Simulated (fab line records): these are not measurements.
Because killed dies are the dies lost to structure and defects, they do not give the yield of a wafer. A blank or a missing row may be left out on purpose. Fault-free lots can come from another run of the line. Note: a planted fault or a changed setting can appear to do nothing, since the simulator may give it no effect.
The tool behind it: which one? | flow n5 finfet | Sampling: 23 lots, 69 wafers, 5 of 1938 route steps

== WHAT THE GAUGES READ, wafer by wafer ==
N5_BEOL_M5_INSPECT_30: inspects for defects (brightfield).
lot  | measured     | on                | raw defect count
L074 | day 8 01:24  | defect inspect-01 | 360 320 329
L075 | day 8 01:59  | defect inspect-02 | 295 301 398
L076 | day 8 15:47  | defect inspect-01 | 528 485 505
L077 | day 8 18:35  | defect inspect-01 | 500 553 563
L078 | day 9 04:52  | defect inspect-01 | 345 558 380
L080 | day 9 08:45  | defect inspect-02 | 482 621 598
L079 | day 9 12:04  | defect inspect-02 | 368 415 364
L081 | day 9 17:49  | defect inspect-01 | 532 431 547
L082 | day 9 20:20  | defect inspect-01 | 415 498 444
L083 | day 10 10:25 | defect inspect-02 | 316 269 375
L084 | day 10 19:31 | defect inspect-01 | 465 409 429
L086 | day 10 21:37 | defect inspect-02 | 576 405 597
L085 | day 11 01:32 | defect inspect-01 | 575 545 726
L087 | day 11 10:43 | defect inspect-01 | 516 503 694
L088 | day 11 22:58 | defect inspect-01 | 430 477 465
L089 | day 11 23:01 | defect inspect-02 | 349 461 373
L090 | day 11 23:04 | defect inspect-02 | 253 370 310
L091 | day 12 13:46 | defect inspect-01 | 417 327 400
L092 | day 12 18:05 | defect inspect-02 | 378 452 632
L093 | day 12 23:19 | defect inspect-01 | 377 348 415
L094 | day 13 03:20 | defect inspect-01 | 528 378 386
L095 | day 13 05:22 | defect inspect-02 | 340 407 318
L097 | day 13 18:51 | defect inspect-01 | 485 338 539

== TOOL THAT RAN EACH LOT (tool first, then ch and the chambers of the sampled wafers, then the start) ==
lot  | N5_BEOL_M4_DEP_57               | N5_BEOL_M5_ETCH_72                 | N5_BEOL_M5_STRIP_64                | N5_BEOL_M5_HM_OPEN_17
L074 | pecvd-01 ch 0,1,2, day 7 21:11  | rie diel-03 ch 0,1,2, day 8 00:29  | rie diel-03 ch 0,1,2, day 8 00:40  | rie metal-03 ch 0,1, day 8 00:44
L075 | pecvd-03 ch 0,2, day 7 21:55    | rie diel-03 ch 1,2, day 8 01:09    | rie diel-03 ch 1,2, day 8 01:20    | rie metal-01 ch 0,1, day 8 01:24
L076 | pecvd-03 ch 1,2, day 8 11:34    | rie diel-04 ch 0,2,3, day 8 14:51  | rie diel-04 ch 0,2,3, day 8 15:02  | rie metal-02 ch 0,1, day 8 15:06
L077 | pecvd-03 ch 0,1,2, day 8 14:22  | rie diel-01 ch 0,3, day 8 17:35    | rie diel-01 ch 0,3, day 8 17:46    | rie metal-02 ch 0,1, day 8 17:48
L078 | pecvd-01 ch 0,1, day 9 00:51    | rie diel-01 ch 1,3, day 9 03:57    | rie diel-01 ch 1,3, day 9 04:08    | rie metal-01 ch 0,1, day 9 04:10
L080 | pecvd-03 ch 1,2, day 9 04:19    | rie diel-01 ch 1,2, day 9 07:10    | rie diel-01 ch 1,2, day 9 07:20    | rie metal-01 ch 0,1, day 9 07:23
L079 | pecvd-03 ch 1,2, day 9 07:36    | rie diel-04 ch 0,2,3, day 9 10:30  | rie diel-04 ch 0,2,3, day 9 10:41  | rie metal-03 ch 1, day 9 10:43
L081 | pecvd-04 ch 0,1,2, day 9 13:09  | rie diel-03 ch 0,1,3, day 9 17:02  | rie diel-03 ch 0,1,3, day 9 17:12  | rie metal-03 ch 0,1, day 9 17:14
L082 | pecvd-04 ch 0,1,2, day 9 16:55  | rie diel-01 ch 0,2,3, day 9 19:28  | rie diel-01 ch 0,2,3, day 9 19:39  | rie metal-02 ch 0,1, day 9 19:41
L083 | pecvd-03 ch 0,1, day 10 06:30   | rie diel-01 ch 0,1,3, day 10 09:30 | rie diel-01 ch 0,1,3, day 10 09:40 | rie metal-03 ch 0,1, day 10 09:45
L084 | pecvd-03 ch 0,1, day 10 14:17   | rie diel-01 ch 1,3, day 10 17:38   | rie diel-01 ch 1,3, day 10 17:48   | rie metal-01 ch 0,1, day 10 17:52
L086 | pecvd-03 ch 0,1, day 10 17:25   | rie diel-01 ch 0,1,3, day 10 20:41 | rie diel-01 ch 0,1,3, day 10 20:52 | rie metal-03 ch 0,1, day 10 20:54
L085 | pecvd-01 ch 1,2, day 10 20:13   | rie diel-03 ch 0,3, day 11 00:02   | rie diel-03 ch 0,3, day 11 00:12   | rie metal-03 ch 0,1, day 11 00:14
L087 | pecvd-03 ch 0,1,2, day 11 06:29 | rie diel-04 ch 0,3, day 11 09:52   | rie diel-04 ch 0,3, day 11 10:02   | rie metal-02 ch 0,1, day 11 10:07
L088 | pecvd-03 ch 0,1, day 11 14:07   | rie diel-03 ch 1,2, day 11 20:55   | rie diel-03 ch 1,2, day 11 21:06   | rie metal-03 ch 0,1, day 11 21:08
L089 | pecvd-03 ch 1,2, day 11 17:13   | rie diel-01 ch 0,1,2, day 11 21:07 | rie diel-01 ch 0,1,2, day 11 21:17 | rie metal-02 ch 0,1, day 11 21:20
L090 | pecvd-01 ch 0,1,2, day 11 17:29 | rie diel-03 ch 0,2,3, day 11 21:09 | rie diel-03 ch 0,2,3, day 11 21:19 | rie metal-03 ch 0,1, day 11 21:22
L091 | pecvd-03 ch 0,1,2, day 12 09:41 | rie diel-03 ch 1,2, day 12 12:47   | rie diel-03 ch 1,2, day 12 12:58   | rie metal-03 ch 0,1, day 12 13:01
L092 | pecvd-03 ch 0,1,2, day 12 12:55 | rie diel-03 ch 0,2,3, day 12 16:01 | rie diel-03 ch 0,2,3, day 12 16:11 | rie metal-02 ch 0,1, day 12 16:14
L093 | pecvd-04 ch 1,2, day 12 16:43   | rie diel-01 ch 2,3, day 12 20:00   | rie diel-01 ch 2,3, day 12 20:10   | rie metal-02 ch 1, day 12 20:13
L094 | pecvd-04 ch 0,1,2, day 12 19:14 | rie diel-03 ch 1,2,3, day 13 00:56 | rie diel-03 ch 1,2,3, day 13 01:07 | rie metal-03 ch 0,1, day 13 01:09
L095 | pecvd-03 ch 0,1, day 13 00:40   | rie diel-03 ch 2,3, day 13 04:35   | rie diel-03 ch 2,3, day 13 04:45   | rie metal-02 ch 0,1, day 13 04:47
L097 | pecvd-03 ch 0,2, day 13 15:38   | rie diel-01 ch 1,2,3, day 13 18:03 | rie diel-01 ch 1,2,3, day 13 18:13 | rie metal-02 ch 1, day 13 18:16
- N5_BEOL_M4_DEP_57: deposits SiCN from 3MS/NH3, target thk 8 nm, time 14 s.
- N5_BEOL_M5_ETCH_72: etches underlayer in N2/H2, target depth 6.5 nm, time 5.2 s.
- N5_BEOL_M5_STRIP_64: strips in CF4.
- N5_BEOL_M5_HM_OPEN_17: chemistry Cl2/BCl3, target TiN, target depth 20 nm, overetch 6 nm.

== AS READ BY THE TOOLS THEMSELVES (means over the sampled wafers that have a number; for cases with no such wafer, the mark the record gives instead) ==
N5_BEOL_M4_DEP_57.
lot  | tool     | showerhead plenum p Torr (Torr) | throttle valve pct (%)
L074 | pecvd-01 | 3.663                           | 9.1
L075 | pecvd-03 | 3.666                           | 9.1
L076 | pecvd-03 | 3.662                           | 8.4
L077 | pecvd-03 | 3.662                           | 8.8
L078 | pecvd-01 | 3.655                           | 9.7
L080 | pecvd-03 | 3.657                           | 8.7
L079 | pecvd-03 | 3.656                           | 8.4
L081 | pecvd-04 | 3.659                           | 9.3
L082 | pecvd-04 | 3.658                           | 9.2
L083 | pecvd-03 | 3.657                           | 8.2
L084 | pecvd-03 | 3.652                           | 8.4
L086 | pecvd-03 | 3.660                           | 8.8
L085 | pecvd-01 | 3.659                           | 9.6
L087 | pecvd-03 | 3.655                           | 8.7
L088 | pecvd-03 | 3.654                           | 8.6
L089 | pecvd-03 | 3.655                           | 8.7
L090 | pecvd-01 | 3.663                           | 9.0
L091 | pecvd-03 | 3.662                           | 8.7
L092 | pecvd-03 | 3.658                           | 8.8
L093 | pecvd-04 | 3.662                           | 9.2
L094 | pecvd-04 | 3.657                           | 9.2
L095 | pecvd-03 | 3.659                           | 8.8
L097 | pecvd-03 | 3.659                           | 9.1

N5_BEOL_M5_ETCH_72.
lot  | tool        | drypump motor current A (A) | etch rf on time s (s) | oes product au (a.u.) | rf vpp V (V) | showerhead plenum p Torr (Torr) | throttle valve pct (%)
L074 | rie diel-03 | 5.6                         | 5.27                  | 0.63                  | 523.5        | 2.54                            | 18.09
L075 | rie diel-03 | 5.6                         | 5.18                  | 0.64                  | 523.1        | 2.46                            | 18.07
L076 | rie diel-04 | 5.5                         | 5.20                  | 0.61                  | 522.1        | 2.52                            | 18.01
L077 | rie diel-01 | 5.6                         | 5.38                  | 0.61                  | 522.8        | 2.49                            | 17.96
L078 | rie diel-01 | 5.9                         | 5.20                  | 0.70                  | 525.5        | 2.52                            | 17.55
L080 | rie diel-01 | 6.2                         | 5.20                  | 0.66                  | 523.9        | 2.55                            | 17.84
L079 | rie diel-04 | 5.4                         | 5.16                  | 0.60                  | 522.6        | 2.52                            | 18.01
L081 | rie diel-03 | 5.6                         | 5.31                  | 0.62                  | 525.0        | 2.60                            | 18.03
L082 | rie diel-01 | 5.8                         | 5.25                  | 0.68                  | 523.9        | 2.52                            | 17.89
L083 | rie diel-01 | 5.7                         | 5.13                  | 0.73                  | 525.1        | 2.53                            | 17.70
L084 | rie diel-01 | 5.9                         | 5.25                  | 0.65                  | 521.9        | 2.48                            | 17.74
L086 | rie diel-01 | 5.7                         | 5.21                  | 0.71                  | 522.3        | 2.53                            | 17.72
L085 | rie diel-03 | 5.4                         | 5.20                  | 0.62                  | 525.7        | 2.63                            | 18.01
L087 | rie diel-04 | 5.1                         | 5.12                  | 0.60                  | 519.9        | 2.44                            | 18.27
L088 | rie diel-03 | 5.7                         | 5.30                  | 0.62                  | 522.2        | 2.48                            | 18.09
L089 | rie diel-01 | 5.8                         | 5.15                  | 0.71                  | 524.0        | 2.56                            | 17.79
L090 | rie diel-03 | 5.5                         | 5.24                  | 0.61                  | 524.9        | 2.57                            | 18.10
L091 | rie diel-03 | 5.7                         | 5.24                  | 0.61                  | 523.6        | 2.48                            | 18.09
L092 | rie diel-03 | 5.5                         | 5.27                  | 0.61                  | 524.2        | 2.56                            | 18.11
L093 | rie diel-01 | 6.1                         | 5.35                  | 0.59                  | 520.4        | 2.49                            | 18.02
L094 | rie diel-03 | 5.5                         | 5.22                  | 0.61                  | 523.5        | 2.51                            | 18.06
L095 | rie diel-03 | 5.4                         | 5.24                  | 0.61                  | 522.5        | 2.48                            | 18.09
L097 | rie diel-01 | 6.0                         | 5.25                  | 0.64                  | 521.1        | 2.50                            | 17.84

N5_BEOL_M5_STRIP_64.
lot  | tool        | drypump motor current A (A) | oes product au (a.u.) | rf vpp V (V) | showerhead plenum p Torr (Torr) | throttle valve pct (%)
L074 | rie diel-03 | 5.6                         | 0.74                  | 271.4        | 1.79                            | 13.80
L075 | rie diel-03 | 5.6                         | 0.74                  | 269.8        | 1.75                            | 13.82
L076 | rie diel-04 | 5.4                         | 0.70                  | 270.6        | 1.77                            | 13.72
L077 | rie diel-01 | 5.6                         | 0.71                  | 271.6        | 1.77                            | 13.79
L078 | rie diel-01 | 5.9                         | 0.82                  | 270.6        | 1.79                            | 13.33
L080 | rie diel-01 | 6.2                         | 0.77                  | 272.0        | 1.79                            | 13.54
L079 | rie diel-04 | 5.5                         | 0.69                  | 270.9        | 1.77                            | 13.73
L081 | rie diel-03 | 5.6                         | 0.73                  | 272.4        | 1.83                            | 13.81
L082 | rie diel-01 | 5.8                         | 0.81                  | 271.6        | 1.78                            | 13.64
L083 | rie diel-01 | 5.7                         | 0.83                  | 270.9        | 1.79                            | 13.47
L084 | rie diel-01 | 5.9                         | 0.76                  | 270.3        | 1.75                            | 13.52
L086 | rie diel-01 | 5.7                         | 0.83                  | 270.2        | 1.79                            | 13.47
L085 | rie diel-03 | 5.4                         | 0.72                  | 272.2        | 1.85                            | 13.89
L087 | rie diel-04 | 5.1                         | 0.68                  | 269.8        | 1.72                            | 13.88
L088 | rie diel-03 | 5.7                         | 0.72                  | 270.1        | 1.76                            | 13.85
L089 | rie diel-01 | 5.8                         | 0.82                  | 271.7        | 1.81                            | 13.53
L090 | rie diel-03 | 5.4                         | 0.72                  | 271.2        | 1.81                            | 13.90
L091 | rie diel-03 | 5.6                         | 0.72                  | 269.6        | 1.76                            | 13.84
L092 | rie diel-03 | 5.4                         | 0.71                  | 272.0        | 1.81                            | 13.92
L093 | rie diel-01 | 6.1                         | 0.71                  | 270.0        | 1.76                            | 13.76
L094 | rie diel-03 | 5.5                         | 0.71                  | 270.7        | 1.78                            | 13.89
L095 | rie diel-03 | 5.4                         | 0.71                  | 271.1        | 1.76                            | 13.96
L097 | rie diel-01 | 6.0                         | 0.74                  | 270.4        | 1.77                            | 13.60

N5_BEOL_M5_HM_OPEN_17.
lot  | tool         | drypump motor current A (A) | oes product au (a.u.) | throttle valve pct (%)
L074 | rie metal-03 | 6.2                         | 0.75                  | 22.37
L075 | rie metal-01 | 5.8                         | 0.69                  | 22.07
L076 | rie metal-02 | 6.0                         | 0.67                  | 21.98
L077 | rie metal-02 | 5.6                         | 0.70                  | 22.03
L078 | rie metal-01 | 5.8                         | 0.67                  | 22.11
L080 | rie metal-01 | 5.8                         | 0.67                  | 22.10
L079 | rie metal-03 | 6.1                         | 0.77                  | 22.50
L081 | rie metal-03 | 6.4                         | 0.72                  | 22.22
L082 | rie metal-02 | 6.0                         | 0.67                  | 21.99
L083 | rie metal-03 | 6.4                         | 0.72                  | 22.20
L084 | rie metal-01 | 5.8                         | 0.66                  | 22.10
L086 | rie metal-03 | 6.4                         | 0.72                  | 22.22
L085 | rie metal-03 | 6.2                         | 0.74                  | 22.36
L087 | rie metal-02 | 6.0                         | 0.66                  | 21.98
L088 | rie metal-03 | 6.4                         | 0.70                  | 22.22
L089 | rie metal-02 | 5.6                         | 0.67                  | 22.06
L090 | rie metal-03 | 6.3                         | 0.72                  | 22.38
L091 | rie metal-03 | 6.4                         | 0.70                  | 22.23
L092 | rie metal-02 | 6.0                         | 0.66                  | 22.01
L093 | rie metal-02 | 5.2                         | 0.69                  | 22.13
L094 | rie metal-03 | 6.4                         | 0.70                  | 22.22
L095 | rie metal-02 | 5.6                         | 0.67                  | 22.08
L097 | rie metal-02 | 5.2                         | 0.68                  | 22.15

== THE ANSWER, worked out from the rows above alone ==
Rule: what is usual is taken from the lots themselves. Put in order of their means at a reading, lots are off if they are a third of the lots or fewer, leave a main group of 4 or more, and stand apart from it by a gap of 3 or more times the standard deviation of the main group's means; of several such gaps the widest counts. If all means in a main group match to the digits the tables above print for the reading, that group is not used. A lot without any number at a reading at which 4 lots or more have one is off too. All remaining lots with rows at the step are treated as sound. After the gauges, taken in route order, come the tools' own readings; for these a lot's mean is taken, as printed above. At the first step where some lot is off, the reading lying furthest off is the one used; lots without a number count as furthest.
No lot is off on any of the readings shown, so nothing can be concluded from this.

== WHAT WAS PUT IN BY THE SIMULATOR ==
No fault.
